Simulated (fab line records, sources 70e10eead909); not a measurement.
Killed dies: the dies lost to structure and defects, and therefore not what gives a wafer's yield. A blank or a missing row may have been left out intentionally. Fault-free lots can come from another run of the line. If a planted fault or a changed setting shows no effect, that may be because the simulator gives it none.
A lot that was struck, set against a sound lot    flow nand_harc    14 steps out of a route of 1159
Sound: wafers L463.2, L463.4, L463.5. Struck: wafer L469.1 (left out: L469.3, L469.5 of the same lot, which were not struck); the cause appears at the end.
Per side, at each step with rows, come the tool, then ch with its chambers, and then its first start. Under that, the readings that differ: sound wafers    struck wafers    difference of the means    sigmas: that difference in standard deviations of wafers without a fault.
alike: words and numbers the same on both sides, and readings whose means are apart by under 2 such deviations; not compared: readings that were withheld, readings missing a value for some wafer, numbers with overlapping values and no deviation given by the record, and bounds like >300 which may hide the same value.
Wherever a step has rows on one side only, a row that says differs or no value, or a row with sigmas, the two part there. Non-overlapping numbers with no deviation appear without sigmas and do not part them. A reading that every wafer of one side lacks parts them only if that side has two wafers or more.

first, 1 step without rows for these wafers: NHARC_A_STAIRCASE_TRIM_12 (chemistry O2, time 211.2 s).
NHARC_A_STAIRCASE_ETCH_13: etches the open film in C4F8/O2, target depth 100 nm, time 40.5 s.
  sound on rie_diel-13 ch 0,1; struck on rie_diel-01 ch 0
  alike: oes_product_au, rf_fwd_power_W, rf_vpp_V
  not compared: rf_hours_counter_h
then, 1 step without rows for these wafers: NHARC_A_STAIRCASE_TRIM_14 (chemistry O2, time 211.2 s).
NHARC_A_STAIRCASE_ETCH_15: etches the open film in C4F8/O2, target depth 100 nm, time 40.5 s.
  sound on rie_diel-13 ch 0,1,3; struck on rie_diel-01 ch 0
  alike: oes_product_au, rf_fwd_power_W, rf_vpp_V
  not compared: rf_hours_counter_h
NHARC_A_STAIRCASE_TRIM_16: chemistry O2, time 211.2 s.
  sound on rie_diel-13 ch 0,1,3; struck on rie_diel-01 ch 1
  alike: drypump_motor_current_A, oes_product_au, rf_vpp_V, showerhead_plenum_p_Torr, throttle_valve_pct
  not compared: rf_hours_counter_h
then, 3 steps without rows for these wafers: NHARC_A_STAIRCASE_ETCH_17 (etches the open film in C4F8/O2, target depth 100 nm, time 40.5 s); NHARC_A_STAIRCASE_TRIM_18 (chemistry O2, time 211.2 s); NHARC_A_STAIRCASE_ETCH_19 (etches the open film in C4F8/O2, target depth 100 nm, time 40.5 s).
NHARC_A_STAIRCASE_TRIM_20: chemistry O2, time 211.2 s.
  sound on rie_diel-06 ch 0,1,2, day 10 20:17; struck on rie_diel-01 ch 1, day 12 10:19
reading                          sound           struck  difference  sigmas
showerhead_plenum_p_Torr (Torr)  3.70 3.61 3.61  3.32    -0.32       -2
  alike: drypump_motor_current_A, oes_product_au, rf_vpp_V, throttle_valve_pct
  not compared: rf_hours_counter_h
then, 2 steps without rows for these wafers: NHARC_A_STAIRCASE_ETCH_21 (etches the open film in C4F8/O2, target depth 100 nm, time 40.5 s); NHARC_A_STAIRCASE_TRIM_22 (chemistry O2, time 211.2 s).
NHARC_A_STAIRCASE_ETCH_23: etches the open film in C4F8/O2, target depth 100 nm, time 40.5 s.
  sound on rie_diel-06 ch 2,3, day 10 20:41; struck on rie_diel-01 ch 1, day 12 10:45
reading                sound              struck  difference  sigmas
oes_product_au (a.u.)  0.949 0.938 0.944  1.190   +0.246      +18
  alike: rf_fwd_power_W, rf_vpp_V
  not compared: rf_hours_counter_h
NHARC_A_STAIRCASE_TRIM_24: chemistry O2, time 211.2 s.
  sound on rie_diel-06 ch 0,1,3; struck on rie_diel-01 ch 1
  alike: drypump_motor_current_A, oes_product_au, rf_vpp_V, showerhead_plenum_p_Torr, throttle_valve_pct
  not compared: rf_hours_counter_h
-- jump in the record: it breaks off in module A_STAIRCASE and resumes in module END (first step shown: number 1159 of the route), and 11 days separate the struck wafers' starts before and after --
NHARC_END_SORT_01:
  at this point the record logs the struck wafers (prober-02 ch 0, day 23 16:36) and has no rows for the sound ones

WHERE THEY PART
At NHARC_A_STAIRCASE_TRIM_20 first; at NHARC_END_SORT_01 last (within this record only).

WHY: what had been put in by the simulator
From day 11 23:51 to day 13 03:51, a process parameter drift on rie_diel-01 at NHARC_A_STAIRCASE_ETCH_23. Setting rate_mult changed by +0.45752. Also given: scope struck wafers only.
